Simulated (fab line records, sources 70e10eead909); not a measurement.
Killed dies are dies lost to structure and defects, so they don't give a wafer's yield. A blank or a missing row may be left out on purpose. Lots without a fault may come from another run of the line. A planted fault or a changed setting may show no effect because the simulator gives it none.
fab line records | flow nand_harc | part 2 of 2: steps 5 to 6 of 6
record lots=22 wafers=66 last_day=24
route steps=1159 shown A_STAIRCASE@648
lots that met no fault: from a run of the same line without faults
start_h: hours from the record's first day to the start of the lot's first wafer shown | wait_h: hours since the lot's step before | " the same as in the row above | L1.1+2: a row that stands for several wafers | - no value, or no start given | * or withheld: withheld | < > ~ a bound
route shown NAME@n: a module of which the file shows steps, and the number in the route of the first | usual: mean/standard deviation of fault-free wafers | same: alike in all rows | chamber/n: place in a boat | sites: the reading at each site | _std_site: their standard deviation | _edge_site: outer sites' mean less inner sites' | radius_mm: how far each site lies from the wafer's centre | mask NAME#n: copy n | behind: the tool/chamber that last shaped the wafer | hold: why the lot was held/for how many hours/how that ended | device: the transistor (n, p or np) that didn't switch | end of line: the same wafers' tests at the end of the route | a step without rows: its recipe alone | killed: dies lost to structure and defects at the first sort, not the wafer's yield | map: a wafer's dies, x killed, . not, _ none there
set.NAME: the setting as run; set.NAME@STEP: as run at that earlier step | model.NAME: the simulator's own value behind a step, which no gauge read
steps of the route over a sample of lots; a table a step, a row a wafer
services: from which hour (start_h, from the record's first day; less than 0 if before it) a tool's chamber was out of use, for how many hours, and why
## steps
# step NHARC_A_STAIRCASE_DESCUM_443
# recipe time_s=3 o2_flow_sccm=200 ar_flow_sccm=0 bias_power_w=0 chemistry=O2
# usual chamber_pressure_mTorr=60.00/0.056 drypump_motor_current_A=5.5/0.41 oes_product_au=1.002/0.015 rf_vpp_V=57.8/0.88 showerhead_plenum_p_Torr=1.91/0.061 throttle_valve_pct=11.312/0.0092
# columns lot.wafer tool chamber start_h wait_h chamber_pressure_mTorr drypump_motor_current_A oes_product_au rf_hours_counter_h rf_vpp_V showerhead_plenum_p_Torr throttle_valve_pct
L075.2 rie_diel-12 3 307.45 - 59.95 5.3 1.000 31 57.5 1.95 11.325
L075.3 " 0 " " 60.00 5.6 0.978 34 58.0 1.96 11.309
L075.1 " 1 " " 59.92 5.9 0.988 34 56.8 1.84 11.317
L078.4 rie_diel-03 1 319.44 - 59.90 4.9 1.000 34 56.8 1.95 11.317
L078.1 " 3 " " 60.06 6.0 1.012 38 58.8 1.89 11.318
L078.6 " 0 " " 60.01 5.1 1.010 - 57.2 1.90 11.305
L077.2 rie_diel-02 1 319.58 - 59.87 6.0 1.005 54 55.8 1.78 11.304
L077.1 " 2 " " 59.96 5.3 0.999 59 57.2 1.84 11.335
L077.3 " 3 " " 60.00 5.2 1.013 57 57.2 1.88 11.321
L076.2 rie_diel-12 0 319.90 - 60.01 5.6 0.971 39 57.5 1.96 11.307
L076.3 " 1 " " 60.03 5.9 1.009 39 58.4 1.84 11.317
L076.6 " 1 " " 59.96 5.9 1.008 - 58.1 1.84 11.322
L079.3 rie_diel-03 3 333.99 - 60.07 6.1 1.020 43 56.8 1.89 11.300
L079.4 " 0 " " 60.03 5.1 1.006 - 58.3 1.89 11.305
L079.6 " 2 " " 59.90 5.2 1.012 - 57.3 1.97 11.297
L082.2 rie_diel-12 1 334.37 - 60.02 5.9 1.008 45 57.3 1.84 11.310
L082.6 " 3 " " 60.00 5.3 0.991 - 57.5 1.95 11.297
L082.5 " 0 " " 60.09 5.6 0.981 - 58.1 1.96 11.306
L080.1 rie_diel-12 2 334.40 - 60.12 6.1 0.982 43 59.5 2.01 11.308
L080.4 " 0 " " 59.92 5.6 0.975 45 58.6 1.96 11.318
L080.5 " 3 " " 60.01 5.3 0.992 - 57.6 1.95 11.308
L081.4 rie_diel-12 0 354.58 - 60.00 5.6 0.984 52 58.5 1.95 11.322
L081.1 " 1 " " 59.94 5.9 1.008 53 57.4 1.83 11.308
L081.2 " 2 " " 59.96 6.1 0.992 50 58.0 2.01 11.305
L085.3 rie_diel-03 2 365.33 - 60.10 5.2 1.028 54 58.1 1.96 11.315
L085.2 " 3 " " 59.95 6.1 1.022 54 57.9 1.88 11.326
L085.6 " 3 " " 60.07 6.1 1.029 - 57.1 1.88 11.309
L084.4 rie_diel-12 3 365.50 - 59.95 5.3 1.004 50 57.9 1.94 11.302
L084.3 " 2 " " 59.97 6.1 0.971 53 57.2 2.00 11.318
L084.5 " 0 " " 59.94 5.6 0.975 - 58.1 1.95 11.305
L087.1 rie_diel-03 3 372.19 - 60.11 6.0 1.026 57 57.2 1.88 11.310
L087.6 " 3 " " 60.00 6.0 1.024 - 58.6 1.88 11.303
L087.5 " 0 " " 60.07 5.1 1.019 - 58.0 1.89 11.318
L083.4 rie_diel-03 3 372.24 - 59.94 6.1 1.018 57 57.9 1.88 11.308
L083.5 " 3 " " 59.93 6.0 1.017 - 56.9 1.88 11.307
L083.6 " 0 " " 60.00 5.1 1.013 - 56.6 1.89 11.314
L088.2 rie_diel-03 2 383.82 - 60.05 5.2 0.999 62 57.5 1.96 11.318
L088.1 " 3 " " 59.97 6.0 1.018 65 56.3 1.88 11.304
L088.4 " 0 " " 59.99 5.1 1.017 63 56.3 1.89 11.308
L089.3 rie_diel-02 2 383.86 - 60.01 5.3 0.991 16 58.0 1.84 11.318
L089.1 " 3 " " 59.97 5.2 1.037 16 56.6 1.87 11.314
L089.4 " 2 " " 60.02 5.3 1.000 - 56.7 1.84 11.313
L090.4 rie_diel-02 1 403.49 - 59.95 6.0 0.991 24 55.9 1.77 11.308
L090.6 " 3 " " 59.99 5.2 1.016 - 56.9 1.87 11.298
L090.5 " 0 " " 59.90 5.9 1.007 - 58.2 1.83 11.320
L093.2 rie_diel-03 3 411.25 - 59.89 6.0 1.015 3 57.8 1.88 11.311
L093.1 " 0 " " 60.05 5.1 0.993 3 56.5 1.89 11.303
L093.3 " 1 " " 60.03 4.9 1.009 3 57.8 1.94 11.308
L092.4 rie_diel-12 0 411.41 - 59.93 5.6 0.988 9 59.1 1.95 11.319
L092.5 " 3 " " 60.02 5.3 0.986 - 55.8 1.94 11.291
L092.6 " 0 " " 60.01 5.6 0.986 - 57.5 1.95 11.303
L091.4 rie_diel-12 2 416.53 - 59.98 6.1 0.979 12 58.5 2.00 11.305
L091.2 " 3 " " 60.03 5.3 0.985 11 59.1 1.94 11.306
L091.5 " 1 " " 60.02 5.9 1.018 - 57.7 1.83 11.322
L094.3 rie_diel-03 3 416.67 - 60.11 6.0 1.004 4 58.2 1.88 11.306
L094.2 " 1 " " 60.03 4.9 0.997 5 57.6 1.94 11.306
L094.1 " 2 " " 59.93 5.2 1.005 5 59.5 1.96 11.286
L095.4 rie_diel-02 2 441.23 - 60.03 5.3 1.015 39 58.1 1.83 11.309
L095.3 " 3 " " 59.91 5.2 1.032 37 57.7 1.86 11.323
L095.6 " 1 " " 59.99 6.0 1.000 - 56.5 1.77 11.308
L096.1 rie_diel-03 0 441.39 - 60.01 5.1 0.994 12 58.7 1.88 11.309
L096.4 " 2 " " 60.05 5.2 1.003 13 60.1 1.96 11.324
L096.6 " 3 " " 59.91 6.0 1.011 - 57.8 1.88 11.325
L097.1 rie_diel-12 2 441.67 - 59.93 6.1 0.990 20 59.7 1.99 11.318
L097.4 " 1 " " 60.08 5.9 1.007 20 58.2 1.83 11.307
L097.5 " 3 " " 60.06 5.3 1.007 - 58.0 1.93 11.317
# step NHARC_A_STAIRCASE_ETCH_444
# recipe target_depth_a=1.02e+05 time_s=3400 c4f8_flow_sccm=20 o2_flow_sccm=10 ar_flow_sccm=withheld rf_w=600 bias_w=1000 chemistry=C4F8/O2
# usual chamber_pressure_mTorr=25.004/0.024 oes_product_au=0.932/0.021 rf_fwd_power_W=599.9/2 rf_vpp_V=807/3.5
# columns lot.wafer tool chamber start_h wait_h chamber_pressure_mTorr oes_product_au rf_fwd_power_W rf_hours_counter_h rf_vpp_V
L075.3 rie_diel-12 0 307.53 0.1 25.024 0.900 601.3 34 810
L075.2 " 2 " " 25.000 0.901 603.4 33 812
L075.1 " 3 " " 24.976 0.923 602.7 32 810
L077.1 rie_diel-02 3 319.71 0.1 24.990 0.920 597.6 57 804
L077.3 " 1 " " 24.995 0.922 599.6 54 799
L077.2 " 2 " " 25.007 0.913 601.9 59 803
L078.4 rie_diel-03 1 319.75 0.3 24.979 0.907 601.1 35 809
L078.1 " 3 " " 25.019 0.939 600.5 38 806
L078.6 " 1 " " 25.011 0.922 601.8 - 810
L076.2 rie_diel-12 1 320.02 0.1 24.965 0.918 600.3 39 803
L076.3 " 0 " " 24.952 0.908 601.1 39 808
L076.6 " 2 " " 24.995 0.911 601.6 - 813
L079.3 rie_diel-03 2 334.40 0.4 25.009 0.921 603.7 44 810
L079.6 " 0 " " 24.999 0.936 601.7 - 804
L079.4 " 3 " " 25.006 0.945 601.2 - 805
L082.2 rie_diel-12 3 335.22 0.8 24.976 0.920 601.1 41 809
L082.6 " 0 " " 25.037 0.906 600.4 - 808
L082.5 " 1 " " 25.015 0.921 602.0 - 803
L080.4 rie_diel-12 1 335.93 1.5 25.027 0.937 599.3 48 802
L080.1 " 0 " " 24.993 0.911 596.3 48 811
L080.5 " 1 " " 24.976 0.927 599.7 - 804
L081.2 rie_diel-12 3 354.66 0.1 25.006 0.926 600.3 47 809
L081.1 " 0 " " 24.977 0.905 600.2 53 809
L081.4 " 2 " " 24.971 0.902 598.8 50 814
L085.2 rie_diel-03 3 365.42 0.1 25.004 0.930 600.0 54 806
L085.3 " 1 " " 25.034 0.914 603.5 49 809
L085.6 " 3 " " 24.998 0.940 596.5 - 805
L084.3 rie_diel-12 2 365.62 0.1 25.026 0.895 599.6 54 812
L084.4 " 1 " " 24.995 0.934 600.2 57 803
L084.5 " 3 " " 25.024 0.931 600.0 - 809
L087.1 rie_diel-03 2 374.18 2.0 25.000 0.923 597.7 57 810
L087.5 " 0 " " 25.026 0.941 599.3 - 806
L087.6 " 1 " " 24.978 0.927 597.7 - 807
L083.4 rie_diel-03 0 375.13 2.9 24.999 0.940 595.0 58 805
L083.5 " 0 " " 24.986 0.930 598.4 - 806
L083.6 " 1 " " 25.048 0.920 600.8 - 807
L088.4 rie_diel-03 1 384.10 0.3 24.983 0.931 599.2 59 809
L088.2 " 2 " " 24.973 0.937 599.0 63 810
L088.1 " 3 " " 25.026 0.950 601.3 65 805
L089.1 rie_diel-02 1 384.15 0.3 24.988 0.932 600.8 16 799
L089.3 " 2 " " 25.020 0.916 596.5 17 803
L089.4 " 3 385.73 1.8 24.985 0.952 597.1 - 804
L090.4 rie_diel-02 0 404.07 0.6 24.995 0.927 597.5 21 802
L090.6 " 2 " " 25.005 0.927 601.1 - 801
L090.5 " 3 " " 25.026 0.945 598.1 - 804
L093.1 rie_diel-03 2 411.59 0.3 25.030 0.955 600.1 3 809
L093.2 " 3 " " 25.016 0.966 599.8 4 804
L093.3 " 0 " " 25.022 0.949 599.9 3 805
L092.4 rie_diel-12 1 411.75 0.3 25.108 0.969 601.3 10 802
L092.5 " 0 " " 25.020 0.934 599.8 - 809
L092.6 " 1 " " 25.016 0.970 600.3 - 802
L094.3 rie_diel-03 2 416.76 0.1 24.998 0.995 599.1 6 810
L094.1 " 3 " " 24.985 0.974 601.2 5 807
L094.2 " 0 " " 25.018 0.955 594.7 5 806
L091.4 rie_diel-12 3 416.84 0.3 24.992 0.967 603.0 12 807
L091.2 " 1 " " 24.976 0.972 601.0 13 801
L091.5 " 3 " " 25.009 0.970 601.0 - 807
L096.1 rie_diel-03 0 441.49 0.1 24.997 0.944 601.0 12 805
L096.4 " 1 " " 25.007 0.967 598.4 13 808
L096.6 " 1 " " 25.010 0.964 597.0 - 809
L095.3 rie_diel-02 0 441.57 0.3 25.041 0.928 601.5 32 802
L095.4 " 2 " " 25.016 0.920 599.7 39 802
L095.6 " 3 " " 24.995 0.952 602.3 - 804
L097.4 rie_diel-12 1 442.01 0.3 25.009 0.934 602.6 20 803
L097.1 " 3 " " 25.043 0.911 599.3 20 808
L097.5 " 0 " " 24.990 0.926 599.0 - 807
## services
# columns tool chamber start_h hours kind
rie_diel-12 0 236.33 - clean
rie_diel-12 1 236.33 - clean
rie_diel-12 2 236.33 - clean
pecvd-01 - 237.05 13.0 pm
pecvd-04 - 260.62 1.5 repair
pecvd-01 2 273.73 10.3 repair
plasma_asher-01 - 276.29 9.0 pm
rie_diel-02 3 287.61 5.5 repair
pecvd-03 - 292.01 13.0 pm
rie_diel-12 3 319.36 2.0 repair
rie_diel-02 - 327.86 9.0 pm
rie_diel-03 1 332.84 6.5 repair
rie_diel-12 1 337.97 1.2 repair
pecvd-04 2 343.23 18.0 repair
plasma_asher-02 - 360.00 9.0 pm
pecvd-01 1 370.55 4.8 repair
pecvd-04 - 376.19 13.0 pm
pecvd-01 2 376.93 6.7 repair
rie_diel-12 - 379.86 9.0 pm
rie_diel-02 0 383.46 2.1 repair
rie_diel-02 - 388.79 0.9 repair
rie_diel-03 - 392.39 9.0 pm
pecvd-01 - 418.05 13.0 pm
pecvd-04 1 441.35 3.8 repair
